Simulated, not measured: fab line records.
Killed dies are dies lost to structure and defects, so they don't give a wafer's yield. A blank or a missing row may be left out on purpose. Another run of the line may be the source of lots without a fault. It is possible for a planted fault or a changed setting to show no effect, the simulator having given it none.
A struck lot beside a sound one / flow n5Finfet / 18 out of 1938 route steps
Sound: wafers L658.4, L658.5, L658.6. Wafers struck: L650.2, L650.5, L650.6. At the end, the cause is stated.
Order at every step that has rows: each side's tool, ch and its chambers, its first start. Under that, the readings that differ: sound wafers / struck wafers / difference of the means / sigmas: that difference in standard deviations of wafers without a fault.
alike: a reading whose means differ by less than 2 such deviations, as well as words and numbers matching on both sides. not compared: withheld readings; readings where some wafer has no value; bounds like >300 that might hide an equal value; numbers whose values overlap and for which the record gives no deviation.
A row with sigmas, a row that says differs or no value, or rows on one side alone: a step with any of these is where the two part. Numbers that have no deviation but don't overlap get no sigmas and don't part them. A reading missing from all wafers of one side parts the sides only when that side holds two or more wafers.

first, 8 steps without rows for these wafers: N5_BEOL_M4_PRE_CLEAN_56 (time 15 s); N5_BEOL_M4_DEP_57 (deposits SiCN from 3MS/NH3, target thk 8 nm, time 14 s); N5_BEOL_M5_ILD_DEP_00 (deposits SiCOH lowk from DEMS/porogen, target thk 140.64 nm, time 25.9 s); N5_BEOL_M5_CURE_79 (cures SiCOH lowk, time 240 s); N5_BEOL_M5_PECVD_70 (deposits SiO2 from TEOS/O2, target thk 16 nm, time 18 s); N5_BEOL_M5_HM_DEP_02 (deposits TiN, target thk 20 nm); N5_BEOL_M5_COAT_59 (time 60 s, resist thk 60 nm); N5_BEOL_M5_COAT_60 (time 60 s, resist thk 12 nm).
N5_BEOL_M5_COAT_71: time 60 s, resist thk 5 nm.
  sound on lithoTrack-01 ch 0, day 13 02:59; struck on lithoTrack-05 ch 0, day 11 04:00
reading=spinSpeedRpm (rpm); sound=1500.8 1500.2 1500.6; struck=1663.3 1663.2 1664.3; difference=+163.1; sigmas=+99 or more
then, 7 steps without rows for these wafers: N5_BEOL_M5_COAT_05 (resist thk 30 nm); N5_BEOL_M5_EBR_07; N5_BEOL_M5_SOFTBAKE_06 (time 60 s); N5_BEOL_M5_EXPOSE_08 (exposes mask M5, target cd 28 nm); N5_BEOL_M5_PEB_09 (peb time 60 s); N5_BEOL_M5_DEVELOP_10 (develop time 30 s); N5_BEOL_M5_DESCUM_16 (chemistry O2, time 7 s).
N5_BEOL_M5_ETCH_72: etches underlayer in N2/H2, target depth 6.5 nm, time 5.2 s.
  sound on rieDiel-05 ch 0,2,3, day 13 03:25; struck on rieDiel-03 ch 0,2,3, day 11 04:58
reading=etchRfOnTimeS (s); sound=5.18 5.22 5.24; struck=4.94 5.01 4.98; difference=-0.24; sigmas=-2
reading=model.etch.depthNm (nm); sound=4.998 4.992 4.994; struck=4.756 4.762 4.767; difference=-0.233; sigmas=
  alike: chamberPressureMTorr, drypumpMotorCurrentA, oesProductAu, rfVppV, showerheadPlenumPTorr, throttleValvePct
  not compared: rfHoursCounterH
then, 1 step without rows for these wafers: N5_BEOL_M5_ETCH_61 (etches SiARC in CF4, target depth 15.6 nm, time 26 s).

## WHERE THEY PART
Last at N5_BEOL_M5_ETCH_72 as far as this record goes, first at N5_BEOL_M5_COAT_71.

WHY: whatever the simulator had introduced
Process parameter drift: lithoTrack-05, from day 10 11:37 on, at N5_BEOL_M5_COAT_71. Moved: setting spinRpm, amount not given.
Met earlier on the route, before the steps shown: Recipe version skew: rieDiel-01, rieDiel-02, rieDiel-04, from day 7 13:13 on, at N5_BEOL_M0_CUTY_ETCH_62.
